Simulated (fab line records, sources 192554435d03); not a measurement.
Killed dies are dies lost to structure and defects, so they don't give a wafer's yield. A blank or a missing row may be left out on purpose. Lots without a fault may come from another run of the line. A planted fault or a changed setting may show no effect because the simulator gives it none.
A struck lot beside a sound one | flow n5_finfet | 35 steps out of a route of 1938
Sound: wafers L698.1, L698.2, L698.3. Struck: wafers L690.3, L690.5, L690.6. The cause comes at the end.
At each step with rows: each side's tool, then ch and its chambers, then its first start. Under that, the readings that differ: sound wafers | struck wafers | difference of the means | sigmas: that difference in standard deviations of wafers without a fault.
alike: readings whose means differ by less than 2 such deviations, and words and numbers that are the same on both sides. not compared: withheld readings, readings that some wafer has no value for, bounds like >300 that may hide the same value, and numbers for which the record gives no deviation and whose values overlap.
The two part at a step that has a row with sigmas, a row that says differs or no value, or rows on one side only. Numbers that don't overlap but have no deviation are shown without sigmas and don't part them. A reading that every wafer of one side lacks parts them only if that side has two wafers or more.

first, 9 steps without rows for these wafers: N5_BEOL_M2_DEVELOP_10 (develop time 30 s); N5_BEOL_M2_DESCUM_16 (chemistry O2, time 7 s); N5_BEOL_M2_ETCH_74 (etches underlayer in N2/H2, target depth 6.5 nm, time 5.2 s); N5_BEOL_M2_ETCH_63 (etches SiARC in CF4, target depth 15.6 nm, time 26 s); N5_BEOL_M2_ETCH_64 (etches SOC in N2/H2, target depth 75 nm, overetch 22.5 nm, time 121.9 s); N5_BEOL_M2_STRIP_65 (strips in N2/H2); N5_BEOL_M2_STRIP_75 (strips in N2/H2); N5_BEOL_M2_STRIP_66 (strips in CF4); N5_BEOL_M2_HM_OPEN_17 (chemistry Cl2/BCl3, target TiN, target depth 20 nm, overetch 6 nm).
N5_BEOL_M2_STRIP_19: strips in O2.
  sound on rie_diel-04 ch 0,1,2, day 12 13:36; struck on rie_diel-04 ch 0,3, day 11 01:41
  no value came back on the struck wafers for any of 9 readings (bias_power_w (W), chamber_pressure_mTorr (mTorr) and others); on the sound wafers bias_power_w (W) reads 0 0 0
  reading                                  | sound | struck       | difference | sigmas
  model.SOC_of_BEOL_M2_COAT_61.thk_nm (nm) | 0 0 0 | 51.6 51.8 52 | +51.8      |
then, 14 steps without rows for these wafers: N5_BEOL_M2_COAT_67 (time 60 s, resist thk 60 nm); N5_BEOL_M2_COAT_68 (time 60 s, resist thk 12 nm); N5_BEOL_M2_COAT_76 (time 60 s, resist thk 5 nm); N5_BEOL_M2_COAT_22 (resist thk 30 nm); N5_BEOL_M2_EBR_24; N5_BEOL_M2_SOFTBAKE_23 (time 60 s); N5_BEOL_M2_EXPOSE_25 (exposes mask V1, defocus 5 nm); N5_BEOL_M2_PEB_26 (peb time 60 s); N5_BEOL_M2_DEVELOP_27 (develop time 30 s); N5_BEOL_M2_DESCUM_33 (chemistry O2, time 7 s); N5_BEOL_M2_ETCH_77 (etches underlayer in N2/H2, target depth 6.5 nm, time 5.2 s); N5_BEOL_M2_ETCH_69 (etches SiARC in CF4, target depth 15.6 nm, time 26 s); N5_BEOL_M2_ALD_98 (deposits SiO2, target thk 2.5 nm, pulse time 1 s, co reactant pulse time 1 s); N5_BEOL_M2_ETCHBACK_99 (etches SiO2 in CHF3, target depth 5 nm, time 10.4 s).
N5_BEOL_M2_ETCH_70: etches SOC in N2/H2, target depth 80 nm, overetch 24 nm, time 130 s.
  sound on rie_diel-04 ch 0,1,3, day 14 21:34; struck on rie_diel-04 ch 0,3, day 12 07:11
  reading                  | sound             | struck            | difference | sigmas
  oes_product_au (a.u.)    | 0.63 0.64 0.52    | 0.70 0.70 0.89    | +0.17      | +3
  model.etch.depth_nm (nm) | 60.11 60.07 59.99 | 97.82 98.21 107.7 | +41.19     |
  alike: drypump_motor_current_A, rf_vpp_V, showerhead_plenum_p_Torr, throttle_valve_pct
  not compared: rf_hours_counter_h
then, 6 steps without rows for these wafers: N5_BEOL_M2_STRIP_71 (strips in N2/H2); N5_BEOL_M2_STRIP_78 (strips in N2/H2); N5_BEOL_M2_VIA_ETCH_34 (etches the open film in C4F6/O2, target depth 69.4 nm, time 65.9 s); N5_BEOL_M2_STRIP_83 (strips in C4F6/O2); N5_BEOL_M2_STRIP_36 (strips in N2/H2); N5_BEOL_M2_TRENCH_ETCH_37 (etches SiOC in C4F6/O2, target depth 55.555 nm, time 29.2 s).
N5_BEOL_M2_ETCH_41: etches SiCN in CH3F/O2, target depth 29.9 nm, time 52.5 s.
  sound on rie_diel-04 ch 0,1,3; struck on rie_diel-04 ch 0,3
  reading                                  | sound | struck         | difference | sigmas
  model.SOC_of_BEOL_M2_COAT_61.thk_nm (nm) | 0 0 0 | 35.8 35.6 35.2 | +35.5      |
  alike: drypump_motor_current_A, oes_product_au, rf_vpp_V, showerhead_plenum_p_Torr, throttle_valve_pct
  not compared: rf_hours_counter_h
then, 1 step without rows for these wafers: N5_BEOL_M2_STRIP_97 (strips in N2/H2, time 10 s).
N5_BEOL_M4_RC_MEAS_101:
  the record has rows for the sound wafers here (prober-01 ch 0, day 17 09:47) and none for the struck ones
-- the record jumps here: 8 days lie between the struck wafers' starts before and after (it left off in module BEOL_M4 and takes up again in module PASSIVATION, whose first step shown is number 1936 of the route) --
N5_PASSIVATION_PROBE_49:
  the record has rows for the struck wafers here (prober-02, day 20 11:42) and none for the sound ones

WHERE THEY PART
First at N5_BEOL_M2_STRIP_19; last, within this record, at N5_PASSIVATION_PROBE_49.

WHY: what the simulator had put in
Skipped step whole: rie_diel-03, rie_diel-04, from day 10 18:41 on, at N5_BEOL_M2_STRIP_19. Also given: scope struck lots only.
